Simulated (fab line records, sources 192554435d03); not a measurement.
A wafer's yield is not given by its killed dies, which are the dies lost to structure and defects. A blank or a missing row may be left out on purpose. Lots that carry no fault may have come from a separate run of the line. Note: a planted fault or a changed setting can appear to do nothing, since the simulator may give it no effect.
Which tool did it?	flow n5Finfet	16 lots with 48 wafers sampled at 6 steps, on a route of 1938 steps

WHAT THE GAUGES READ, wafer by wafer
Not one reading of a measure or inspect step in the record can be checked against a usual standard deviation.

WHAT TOOL EACH LOT RAN ON (gives the tool, then ch and the chambers of the sampled wafers, and finally the start)
lot	N5_BEOL_M2_SPUTTER_96	N5_BEOL_M3_ETCH_77	N5_BEOL_M3_ETCHBACK_99	N5_BEOL_M3_ETCH_70	N5_BEOL_M3_TRENCH_ETCH_37	N5_BEOL_M3_ETCH_41
L074	pvdSputter-02, day 7 00:16	rieDiel-01 ch 0,1,2, day 7 03:18	rieDiel-02 ch 0,2,3, day 7 09:04	rieDiel-02 ch 0,2,3, day 7 09:05	rieDiel-02 ch 0,2,3, no start	rieDiel-02 ch 0,2,3, no start
L078	pvdSputter-01, day 8 01:45	rieDiel-01 ch 1,2, day 8 06:04	rieDiel-01 ch 0,2, day 8 06:17	rieDiel-01 ch 0,2, day 8 06:20	rieDiel-01 ch 0,2, no start	rieDiel-01 ch 0,2, no start
L080	pvdSputter-01, day 10 03:17	rieDiel-06 ch 1,3, day 10 08:04	rieDiel-06 ch 1,2, day 10 09:11	rieDiel-06 ch 1,2, day 10 09:13	rieDiel-06 ch 1,2, no start	rieDiel-06 ch 1,2, no start
L081	pvdSputter-03, day 10 04:55	rieDiel-06 ch 1,2,3, day 10 08:25	rieDiel-02 ch 2,3, day 10 09:13	rieDiel-02 ch 2,3, day 10 09:15	rieDiel-02 ch 2,3, no start	rieDiel-02 ch 2,3, no start
L082	pvdSputter-02, day 10 06:22	rieDiel-06 ch 1,2, day 10 09:34	rieDiel-01 ch 1,2, day 10 10:41	rieDiel-01 ch 1,2, day 10 10:43	rieDiel-01 ch 1,2, no start	rieDiel-01 ch 1,2, no start
L084	pvdSputter-02, day 10 09:26	rieDiel-06 ch 1,3, day 10 13:24	rieDiel-06 ch 1,3, day 10 14:51	rieDiel-06 ch 1,3, day 10 14:54	rieDiel-06 ch 1,3, no start	rieDiel-06 ch 1,3, no start
L085	pvdSputter-01, day 10 09:38	rieDiel-06 ch 1,3, day 10 14:06	rieDiel-01 ch 1,2, day 10 15:09	rieDiel-01 ch 1,2, day 10 15:11	rieDiel-01 ch 1,2, no start	rieDiel-01 ch 1,2, no start
L086	pvdSputter-03, day 10 11:08	rieDiel-01 ch 1,2,3, day 10 15:46	rieDiel-01 ch 0,2,3, day 10 18:02	rieDiel-01 ch 0,2,3, day 10 18:04	rieDiel-01 ch 0,2,3, no start	rieDiel-01 ch 0,2,3, no start
L087	pvdSputter-01, day 10 12:40	rieDiel-01 ch 0,3, day 10 18:46	rieDiel-06 ch 0,3, day 10 20:46	rieDiel-06 ch 0,3, day 10 20:49	rieDiel-06 ch 0,3, no start	rieDiel-06 ch 0,3, no start
L089	pvdSputter-03, day 10 15:16	rieDiel-06 ch 0,3, day 10 20:41	rieDiel-06 ch 0,1,3, day 10 23:26	rieDiel-06 ch 0,1,3, day 10 23:28	rieDiel-06 ch 0,1,3, no start	rieDiel-06 ch 0,1,3, no start
L090	pvdSputter-01, day 10 17:47	rieDiel-06 ch 0,2,3, day 10 21:20	rieDiel-01 ch 0,2,3, day 10 23:34	rieDiel-01 ch 0,2,3, day 10 23:36	rieDiel-01 ch 0,2,3, no start	rieDiel-01 ch 0,2,3, no start
L092	pvdSputter-01, day 11 09:55	rieDiel-01 ch 0,1,3, day 11 16:41	rieDiel-01 ch 1,2, day 11 21:08	rieDiel-01 ch 1,2, day 11 21:11	rieDiel-01 ch 1,2, no start	rieDiel-01 ch 1,2, no start
L094	pvdSputter-01, day 12 09:35	rieDiel-01 ch 0,2,3, day 12 13:03	rieDiel-01 ch 0,2,3, day 12 15:29	rieDiel-01 ch 0,2,3, day 12 15:31	rieDiel-01 ch 0,2,3, no start	rieDiel-01 ch 0,2,3, no start
L095	pvdSputter-01, day 12 11:45	rieDiel-06 ch 2,3, day 12 17:20	rieDiel-01 ch 0,1,2, day 12 19:54	rieDiel-01 ch 0,1,2, day 12 19:56	rieDiel-01 ch 0,1,2, no start	rieDiel-01 ch 0,1,2, no start
L096	pvdSputter-01, day 12 18:25	rieDiel-06 ch 2,3, day 12 22:19	rieDiel-06 ch 1,3, day 13 01:29	rieDiel-06 ch 1,3, day 13 01:32	rieDiel-06 ch 1,3, no start	rieDiel-06 ch 1,3, no start
L097	pvdSputter-03, day 13 10:54	rieDiel-06 ch 0,1, day 13 13:47	rieDiel-02 ch 1,2,3, day 13 14:20	rieDiel-02 ch 1,2,3, day 13 14:22	rieDiel-02 ch 1,2,3, no start	rieDiel-02 ch 1,2,3, no start
- N5_BEOL_M2_SPUTTER_96: material Cu, target thk 4.5 nm, time 8.29 s.
- N5_BEOL_M3_ETCH_77: etches underlayer in N2/H2, target depth 6.5 nm, time 5.2 s.
- N5_BEOL_M3_ETCHBACK_99: etches SiO2 in CHF3, target depth 5 nm, time 10.4 s.
- N5_BEOL_M3_ETCH_70: etches SOC in N2/H2, target depth 80 nm, overetch 16 nm, time 120 s.
- N5_BEOL_M3_TRENCH_ETCH_37: etches SiOC in C4F6/O2, target depth 55.555 nm, time 29.2 s.
- N5_BEOL_M3_ETCH_41: etches SiCN in CH3F/O2, target depth 29.9 nm, time 52.5 s.

AS READ BY THE TOOLS THEMSELVES (means over the sampled wafers that have a number; for cases with no such wafer, the mark the record gives instead)
N5_BEOL_M2_SPUTTER_96.
lot	tool	chamberPressurePa (Pa)	throttleValvePct (%)
L074	pvdSputter-02	0.06993	30.1
L078	pvdSputter-01	0.07008	31.0
L080	pvdSputter-01	0.07012	30.3
L081	pvdSputter-03	0.06992	29.8
L082	pvdSputter-02	0.06996	30.7
L084	pvdSputter-02	0.06999	30.4
L085	pvdSputter-01	0.06993	30.4
L086	pvdSputter-03	0.07002	29.6
L087	pvdSputter-01	0.07000	29.6
L089	pvdSputter-03	0.07011	29.8
L090	pvdSputter-01	0.06999	30.1
L092	pvdSputter-01	0.06987	30.3
L094	pvdSputter-01	0.06995	30.4
L095	pvdSputter-01	0.07015	30.8
L096	pvdSputter-01	0.07006	29.9
L097	pvdSputter-03	0.07004	29.7

N5_BEOL_M3_ETCH_77.
lot	tool	biasW (W)	drypumpMotorCurrentA (A)	etchRfOnTimeS (s)	h2FlowSccm (sccm)	oesProductAu (a.u.)	rfFwdPowerW (W)	rfVppV (V)	showerheadPlenumPTorr (Torr)	throttleValvePct (%)
L074	rieDiel-01	149.6	5.5	5.28	199.5	0.61	818.9	525.4	2.60	18.23
L078	rieDiel-01	149.7	5.4	5.17	199.5	0.61	819.6	526.0	2.62	18.06
L080	rieDiel-06	150.5	5.2	5.08	200.2	0.76	822.0	523.4	2.56	17.89
L081	rieDiel-06	150.0	5.5	5.06	200.0	0.69	820.1	524.2	2.60	17.92
L082	rieDiel-06	149.8	5.9	5.10	199.9	0.62	820.1	526.5	2.63	17.92
L084	rieDiel-06	150.1	5.2	5.11	200.0	0.73	818.6	525.8	2.61	17.97
L085	rieDiel-06	150.1	5.1	5.05	199.4	0.75	815.6	524.7	2.56	17.88
L086	rieDiel-01	150.0	5.7	5.26	199.6	0.64	819.4	525.5	2.61	17.92
L087	rieDiel-01	150.0	6.2	5.29	199.7	0.76	817.0	525.2	2.58	17.72
L089	rieDiel-06	150.3	5.2	5.06	200.5	0.78	820.9	522.7	2.50	17.78
L090	rieDiel-06	150.1	5.6	5.03	200.5	0.71	816.8	523.9	2.54	17.79
L092	rieDiel-01	149.9	5.8	5.27	200.6	0.69	821.7	523.9	2.58	17.96
L094	rieDiel-01	150.3	5.9	5.22	200.0	0.69	819.0	524.3	2.58	17.93
L095	rieDiel-06	149.9	5.5	5.06	200.2	0.71	818.7	523.3	2.54	17.84
L096	rieDiel-06	150.4	5.5	5.02	200.2	0.71	818.5	524.4	2.54	17.84
L097	rieDiel-06	150.2	5.3	5.01	199.7	0.70	816.1	525.9	2.59	17.99

N5_BEOL_M3_ETCHBACK_99.
lot	tool	biasW (W)	drypumpMotorCurrentA (A)	oesProductAu (a.u.)	rfFwdPowerW (W)	rfVppV (V)	showerheadPlenumPTorr (Torr)	throttleValvePct (%)
L074	rieDiel-02	47.11	5.9	0.81	213.2	244	2.16	17.12
L078	rieDiel-01	46.94	5.8	0.70	212.0	236	2.15	17.42
L080	rieDiel-06	47.13	5.5	0.77	212.2	245	2.23	17.09
L081	rieDiel-02	46.91	6.1	0.79	213.1	241	2.07	17.11
L082	rieDiel-01	46.99	5.3	0.70	211.4	238	2.24	17.41
L084	rieDiel-06	47.13	5.1	0.88	212.1	236	2.16	17.11
L085	rieDiel-01	46.94	5.3	0.69	211.8	237	2.24	17.43
L086	rieDiel-01	46.93	5.9	0.85	212.8	239	2.17	16.96
L087	rieDiel-06	47.09	5.2	0.90	211.0	238	2.11	16.99
L089	rieDiel-06	47.16	5.3	0.87	212.0	243	2.16	17.08
L090	rieDiel-01	46.96	5.9	0.84	213.0	238	2.17	16.96
L092	rieDiel-01	46.90	5.4	0.70	212.3	238	2.23	17.44
L094	rieDiel-01	47.16	5.9	0.81	212.5	238	2.17	16.98
L095	rieDiel-01	46.94	5.5	0.75	211.8	237	2.19	17.30
L096	rieDiel-06	46.99	5.1	0.85	211.9	235	2.16	17.14
L097	rieDiel-02	47.04	5.9	0.78	212.4	239	2.13	17.10

N5_BEOL_M3_ETCH_70.
lot	tool	biasW (W)	drypumpMotorCurrentA (A)	h2FlowSccm (sccm)	oesProductAu (a.u.)	rfFwdPowerW (W)	rfVppV (V)	showerheadPlenumPTorr (Torr)	tempC (C)	throttleValvePct (%)
L074	rieDiel-02	149.7	5.9	199.9	0.62	837.4	525.7	2.58	40.03	18.09
L078	rieDiel-01	150.1	5.8	199.9	0.54	833.5	524.6	2.56	40.11	18.35
L080	rieDiel-06	149.7	5.5	200.0	0.58	834.2	526.3	2.65	40.04	17.93
L081	rieDiel-02	150.0	6.1	200.1	0.61	832.5	521.7	2.46	40.09	17.99
L082	rieDiel-01	149.9	5.3	200.1	0.53	834.6	525.7	2.61	39.93	18.10
L084	rieDiel-06	149.4	5.1	200.0	0.67	834.4	524.3	2.56	40.09	17.84
L085	rieDiel-01	150.2	5.3	200.2	0.53	831.9	525.4	2.61	40.08	18.10
L086	rieDiel-01	150.3	5.9	200.3	0.65	837.0	525.1	2.58	39.95	17.86
L087	rieDiel-06	150.2	5.3	199.6	0.68	836.4	522.3	2.50	39.99	17.74
L089	rieDiel-06	149.7	5.3	199.7	0.66	833.8	524.3	2.55	39.98	17.83
L090	rieDiel-01	149.8	5.9	200.0	0.64	837.4	525.3	2.58	40.04	17.87
L092	rieDiel-01	149.7	5.4	199.9	0.54	835.1	526.1	2.61	39.93	18.08
L094	rieDiel-01	150.1	5.9	199.6	0.63	838.7	524.7	2.58	40.01	17.89
L095	rieDiel-01	149.7	5.5	199.9	0.57	833.5	524.9	2.58	40.02	18.11
L096	rieDiel-06	149.8	5.1	200.5	0.64	833.2	523.1	2.55	39.99	17.87
L097	rieDiel-02	150.0	5.9	199.8	0.59	835.1	523.0	2.52	39.96	17.94

N5_BEOL_M3_TRENCH_ETCH_37.
lot	tool	C4F6_flow_sccm (sccm)	biasW (W)	drypumpMotorCurrentA (A)	oesProductAu (a.u.)	rfFwdPowerW (W)	rfVppV (V)	showerheadPlenumPTorr (Torr)	throttleValvePct (%)
L074	rieDiel-02	9.98	185.3	5.9	0.82	350.3	674	2.86	20.92
L078	rieDiel-01	9.97	184.7	5.8	0.71	350.2	653	2.85	21.20
L080	rieDiel-06	10.00	184.8	5.5	0.76	350.0	677	2.95	20.87
L081	rieDiel-02	10.02	184.7	6.1	0.79	350.3	667	2.74	20.90
L082	rieDiel-01	9.98	184.7	5.3	0.70	346.8	656	2.96	21.23
L084	rieDiel-06	10.00	185.1	5.1	0.88	348.0	653	2.86	20.94
L085	rieDiel-01	10.01	185.4	5.3	0.69	348.4	656	2.96	21.22
L086	rieDiel-01	10.02	184.7	5.9	0.84	351.4	659	2.87	20.76
L087	rieDiel-06	9.98	184.8	5.2	0.91	349.2	657	2.80	20.85
L089	rieDiel-06	10.02	184.4	5.3	0.87	348.2	673	2.86	20.91
L090	rieDiel-01	9.99	184.9	5.9	0.83	350.8	658	2.87	20.76
L092	rieDiel-01	10.01	184.8	5.4	0.69	349.4	657	2.94	21.22
L094	rieDiel-01	9.96	185.3	5.9	0.82	350.8	657	2.87	20.78
L095	rieDiel-01	10.00	185.3	5.5	0.75	350.0	654	2.89	21.12
L096	rieDiel-06	9.97	184.6	5.1	0.86	348.1	652	2.86	20.98
L097	rieDiel-02	10.02	184.8	5.9	0.78	350.7	662	2.82	20.90

N5_BEOL_M3_ETCH_41.
lot	tool	biasW (W)	drypumpMotorCurrentA (A)	oesProductAu (a.u.)	rfFwdPowerW (W)	rfVppV (V)	showerheadPlenumPTorr (Torr)	throttleValvePct (%)
L074	rieDiel-02	74.90	5.9	0.81	391.0	298.7	2.01	16.38
L078	rieDiel-01	74.90	5.8	0.71	391.0	296.6	2.01	16.66
L080	rieDiel-06	75.11	5.5	0.77	390.7	298.2	2.08	16.37
L081	rieDiel-02	74.85	6.1	0.80	391.2	295.5	1.93	16.35
L082	rieDiel-01	74.98	5.3	0.69	389.5	299.1	2.08	16.65
L084	rieDiel-06	75.16	5.2	0.88	390.4	298.4	2.01	16.33
L085	rieDiel-01	74.96	5.3	0.68	389.6	298.2	2.08	16.66
L086	rieDiel-01	74.95	5.9	0.85	391.3	298.2	2.02	16.20
L087	rieDiel-06	74.96	5.2	0.91	390.2	296.5	1.97	16.22
L089	rieDiel-06	74.93	5.3	0.87	391.1	296.9	2.01	16.31
L090	rieDiel-01	75.24	5.9	0.84	391.1	297.9	2.02	16.20
L092	rieDiel-01	75.03	5.4	0.69	389.1	298.4	2.07	16.66
L094	rieDiel-01	75.12	5.9	0.81	392.5	297.7	2.01	16.23
L095	rieDiel-01	74.87	5.5	0.76	390.7	297.6	2.03	16.55
L096	rieDiel-06	74.93	5.2	0.85	389.6	296.8	2.00	16.37
L097	rieDiel-02	74.72	5.9	0.79	391.8	296.3	1.98	16.36

THE ANSWER, worked out from the rows above alone
Rule: usual is defined by the lots themselves. Put in order of their means at a reading, lots are off if they are a third of the lots or fewer, leave a main group of 4 or more, and stand apart from it by a gap of 3 or more times the standard deviation of the main group's means; of several such gaps the widest counts. A main group is skipped when, at the precision printed for the reading in the tables above, its means are all equal. Also off: a lot with no number at a reading for which 4 or more lots have one. The other lots that the step has rows for count as sound. The gauges are gone through in route order, then the tools' own readings, and for those a lot's mean is taken as printed above. At the first step where some lot is off, the reading lying furthest off is the one used; lots without a number count as furthest.
None of the lots is off at any reading shown; this tells nothing.

WHAT WAS PUT IN BY THE SIMULATOR
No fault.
